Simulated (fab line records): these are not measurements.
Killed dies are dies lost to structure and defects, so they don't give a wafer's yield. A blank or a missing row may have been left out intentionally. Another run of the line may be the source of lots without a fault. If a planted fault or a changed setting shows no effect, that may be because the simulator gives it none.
Comparing a struck lot with a sound one -- flow nand harc -- 33 out of 1302 route steps
Sound: these wafers, L768.1, L768.2, L768.6. Struck: wafers L779.4, L779.5, L779.6. At the end, the cause is stated.
Per side, at each step with rows, come the tool, then ch with its chambers, and then its first start. Under that, the readings that differ: sound wafers -- struck wafers -- difference of the means -- sigmas: that difference in standard deviations of wafers without a fault.
alike: readings with means less than 2 such deviations apart, plus words and numbers identical on both sides. not compared: withheld readings, readings lacking a value on some wafer, bounds such as >300 that could conceal the same value, and numbers that have no deviation in the record and whose values overlap.
Wherever a step has rows on one side only, a row that says differs or no value, or a row with sigmas, the two part there. When numbers do not overlap yet have no deviation, they are printed without sigmas and do not part them. A reading missing from all wafers of one side parts the sides only when that side holds two or more wafers.

first, 1 step without rows for these wafers: NHARC_A_CONTACT_ETCH_125 (etches the open film in C4F8/O2/Ar, time 197 s, target depth 1918 nm).
NHARC_A_CONTACT_ETCH_126: etches the open film in C4F8/O2/Ar, time 197 s, target depth 1918 nm.
  sound on har cap etch-03 ch 0,1, day 25 04:56; struck on har cap etch-01 ch 0,1, day 29 01:38
  not compared: rf hours counter h
then, 2 steps without rows for these wafers: NHARC_A_CONTACT_ETCH_127 (etches the open film in C4F8/O2/Ar, time 197 s, target depth 1918 nm); NHARC_A_CONTACT_ETCH_128 (etches the open film in C4F8/O2/Ar, time 197 s, target depth 1918 nm).
NHARC_A_CONTACT_ETCH_129: etches the open film in C4F8/O2/Ar, time 197 s, target depth 1918 nm.
  sound on har cap etch-03 ch 0,1, day 25 05:28; struck on har cap etch-01 ch 0,1, day 29 02:10
  not compared: rf hours counter h
then, 2 steps without rows for these wafers: NHARC_A_CONTACT_ETCH_130 (etches the open film in C4F8/O2/Ar, time 197 s, target depth 1918 nm); NHARC_A_CONTACT_ETCH_131 (etches the open film in C4F8/O2/Ar, time 197 s, target depth 1918 nm).
NHARC_A_CONTACT_ETCH_132: etches the open film in C4F8/O2/Ar, time 197 s, target depth 1924 nm.
  sound on har cap etch-03 ch 0,1, day 25 05:59; struck on har cap etch-01 ch 0,1, day 29 02:42
  not compared: rf hours counter h
then, 2 steps without rows for these wafers: NHARC_A_CONTACT_ETCH_133 (etches the open film in C4F8/O2/Ar, time 374 s, target depth 1610 nm); NHARC_A_CONTACT_ETCH_91 (etches the open film in CH3F/O2, target depth 40 nm, time 85.7 s).
NHARC_A_CONTACT_ETCH_97: etches the open film in C4F6/O2, target depth 20 nm, time 10 s.
  sound: rie diel-08 ch 0,1,2; struck: rie diel-08 ch 1,2
  alike: drypump motor current A, oes product au, rf vpp V, showerhead plenum p Torr, throttle valve pct
  not compared: rf hours counter h
NHARC_A_CONTACT_CD_MEAS_80:
  sound on cd sem-01 at day 25 07:10; struck on cd sem-02 at day 29 03:48
  alike: cd nm
NHARC_A_CONTACT_STRIP_103: strips in N2/H2.
  sound on rie diel-02 ch 1,3, day 25 07:14; struck on rie diel-02 ch 1,2,3, day 29 03:53
then, 3 steps without rows for these wafers: NHARC_A_CONTACT_STRIP_104 (strips in CF4/CHF3); NHARC_A_CONTACT_STRIP_105 (strips in O2/COS); NHARC_A_CONTACT_ETCH_106 (etches the open film in CF4/O2, target depth 90 nm, overetch 9 nm, time 49.5 s).
NHARC_A_CONTACT_STRIP_82: strips in O2.
  sound: rie diel-02 ch 0,3; struck: rie diel-02 ch 0,3
  alike: drypump motor current A, oes product au, rf vpp V, showerhead plenum p Torr, throttle valve pct
  not compared: rf hours counter h
then, 13 steps without rows for these wafers: NHARC_A_CONTACT_STRIP_83 (strips in post etch residue remover, time 600 s); NHARC_A_CONTACT_DEP_84 (deposits aC, target thk 2800 nm); NHARC_A_CONTACT_DEP_85 (deposits SiON, target thk 60 nm); NHARC_A_CONTACT_DEHYDRATE_00 (time 120 s); NHARC_A_CONTACT_HMDS_01 (time 30 s); NHARC_A_CONTACT_COAT_86 (time 75 s); NHARC_A_CONTACT_COAT_87 (time 65 s); NHARC_A_CONTACT_COAT_02 (resist thk 90 nm); NHARC_A_CONTACT_SOFTBAKE_03 (time 55 s); NHARC_A_CONTACT_EBR_04; NHARC_A_CONTACT_EXPOSE_05 (exposes mask A CC); NHARC_A_CONTACT_PEB_06 (peb time 65 s); NHARC_A_CONTACT_DEVELOP_07 (develop time 35 s).
NHARC_A_CONTACT_CD_MEAS_08 targets a cd of 200 nm.
  sound on cd sem-03 ch 0, day 25 11:58; struck on cd sem-02 ch 0, day 29 12:11
  alike: cd nm
NHARC_A_CONTACT_OVL_MEAS_09:
  sound on overlay-01 at day 25 12:03; struck on overlay-01 at day 29 12:16
  alike: overlay x nm, overlay y nm
-- record jumps: 3 days between struck wafers' starts before vs after; left off in module A_CONTACT, resumes in module END, first step shown is number 1302 of the route --
NHARC_END_SORT_01:
  sound on prober-01 ch 0, day 27 16:40; struck on prober-02 ch 0, day 32 13:22
reading,sound,struck,difference,sigmas
killed at array,59 69 61,147 129 122,+70,+4
killed at periphery,8 9 9,1 1 1,-8,-3
killed dies,68 79 73,148 130 123,+60,+3
  alike: killed at other, killed open, killed short

== WHERE THEY PART ==
Within this record, at NHARC_END_SORT_01 only.

WHY: what had been put in by the simulator
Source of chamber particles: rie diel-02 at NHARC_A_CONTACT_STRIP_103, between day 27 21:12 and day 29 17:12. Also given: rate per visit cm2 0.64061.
